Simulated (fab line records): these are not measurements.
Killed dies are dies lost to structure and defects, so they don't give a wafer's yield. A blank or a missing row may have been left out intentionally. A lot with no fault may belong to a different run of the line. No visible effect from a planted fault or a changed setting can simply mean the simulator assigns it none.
A struck lot beside a sound one || flow nand_harc || 42 out of 1159 route steps
Sound: these wafers, L639.1, L639.2, L639.5. The struck wafers were L642.1, L642.3, L642.6. The cause is named last.
Each step with rows lists, per side, the tool, then ch with its chambers, then its first start. Under that, the readings that differ: sound wafers || struck wafers || difference of the means || sigmas: that difference in standard deviations of wafers without a fault.
alike: readings whose means differ by less than 2 such deviations, and words and numbers that are the same on both sides. not compared: withheld readings, readings that some wafer has no value for, bounds like >300 that may hide the same value, and numbers for which the record gives no deviation and whose values overlap.
The two part at a step that has a row with sigmas, a row that says differs or no value, or rows on one side only. Numbers that have no deviation but don't overlap get no sigmas and don't part them. Lack of a reading on every wafer of one side parts them only where that side has two or more wafers.

first, 11 steps without rows for these wafers: NHARC_P_ZERO_WELL_HARDBAKE_12 (time 65 s); NHARC_P_ZERO_WELL_DESCUM_13 (chemistry O2, time 3 s); NHARC_P_ZERO_WELL_ETCH_65 (etches the open film in N2/H2, target depth 80 nm, overetch 24 nm, time 87.88 s); NHARC_P_ZERO_WELL_ETCH_62 (etches the open film in CHF3/Ar, target depth 13 nm, time 6.5 s); NHARC_P_ZERO_WELL_ETCH_63 (etches the open film in HBr/Cl2, target depth 120 nm, time 40.1 s); NHARC_P_ZERO_WELL_STRIP_15 (strips in SPM, time 900 s); NHARC_P_ZERO_WELL_DEHYDRATE_16 (time 120 s); NHARC_P_ZERO_WELL_HMDS_17 (time 30 s); NHARC_P_ZERO_WELL_COAT_18; NHARC_P_ZERO_WELL_SOFTBAKE_19 (time 95 s); NHARC_P_ZERO_WELL_EBR_20.
NHARC_P_ZERO_WELL_EXPOSE_21: exposes mask P NWELL, target cd 720 nm.
  sound on krf_scanner-02 ch 0, day 3 20:21; struck on krf_scanner-02 ch 0, day 4 14:36
{"reading": "model.P_ZERO_WELL.overlay_x_nm (nm)", "sound": "-9.302 -9.302 -9.302", "struck": "245.3 245.3 245.3", "difference": "+254.6", "sigmas": ""}
  alike: mask, reticle_temp_C
then, 27 steps without rows for these wafers: NHARC_P_ZERO_WELL_PEB_22 (peb time 85 s); NHARC_P_ZERO_WELL_DEVELOP_23 (time 70 s); NHARC_P_ZERO_WELL_HARDBAKE_25 (time 80 s); NHARC_P_ZERO_WELL_DESCUM_26 (chemistry O2, time 3 s); NHARC_P_ZERO_WELL_IMPLANT_27; NHARC_P_ZERO_WELL_IMPLANT_57; NHARC_P_ZERO_WELL_IMPLANT_58; NHARC_P_ZERO_WELL_STRIP_28 (strips in SPM, time 840 s); NHARC_P_ZERO_WELL_DEHYDRATE_29 (time 120 s); NHARC_P_ZERO_WELL_HMDS_30 (time 30 s); NHARC_P_ZERO_WELL_COAT_31; NHARC_P_ZERO_WELL_SOFTBAKE_32 (time 95 s); NHARC_P_ZERO_WELL_EBR_33; NHARC_P_ZERO_WELL_EXPOSE_34 (exposes mask P PWELL, target cd 720 nm); NHARC_P_ZERO_WELL_PEB_35 (peb time 85 s); NHARC_P_ZERO_WELL_DEVELOP_36 (time 70 s); NHARC_P_ZERO_WELL_HARDBAKE_38 (time 80 s); NHARC_P_ZERO_WELL_DESCUM_39 (chemistry O2, time 3 s); NHARC_P_ZERO_WELL_IMPLANT_40; NHARC_P_ZERO_WELL_IMPLANT_59; NHARC_P_ZERO_WELL_IMPLANT_60; NHARC_P_ZERO_WELL_STRIP_41 (strips in SPM, time 840 s); NHARC_P_ZERO_WELL_DEHYDRATE_44 (time 120 s); NHARC_P_ZERO_WELL_HMDS_45 (time 30 s); NHARC_P_ZERO_WELL_COAT_46; NHARC_P_ZERO_WELL_SOFTBAKE_47 (time 95 s); NHARC_P_ZERO_WELL_EBR_48.
-- here the record skips 4 days between the struck wafers' starts before and after, leaving off in module P_ZERO_WELL and picking up in module P_M1 (first step shown: number 298 of the route) --
NHARC_P_M1_DESCUM_14: chemistry O2, time 3 s.
  sound on rie_diel-08 ch 0,3, day 7 21:31; struck on rie_diel-08 ch 0,1,3, day 9 02:31
  alike: drypump_motor_current_A, oes_product_au, rf_vpp_V, showerhead_plenum_p_Torr, throttle_valve_pct
  not compared: rf_hours_counter_h, model.P_M1.cd_nm
NHARC_P_M1_ETCH_28: etches the open film in CF4/N2, target depth 30 nm, time 72.99 s.
  sound: rie_diel-08 ch 1,2,3; struck: rie_diel-12 ch 1,3
  alike: drypump_motor_current_A, oes_product_au, rf_vpp_V, showerhead_plenum_p_Torr, throttle_valve_pct
  not compared: rf_hours_counter_h, model.P_M1.cd_nm
-- record jumps: 13 days between struck wafers' starts before vs after; left off in module P_M1, resumes in module END, first step shown is number 1159 of the route --
NHARC_END_SORT_01:
  only the struck wafers appear in the record here, on prober-01 ch 0 at day 22 12:31; the sound ones have no rows

WHERE THEY PART
Within this record, at NHARC_END_SORT_01 only.

WHY: what had been put in by the simulator
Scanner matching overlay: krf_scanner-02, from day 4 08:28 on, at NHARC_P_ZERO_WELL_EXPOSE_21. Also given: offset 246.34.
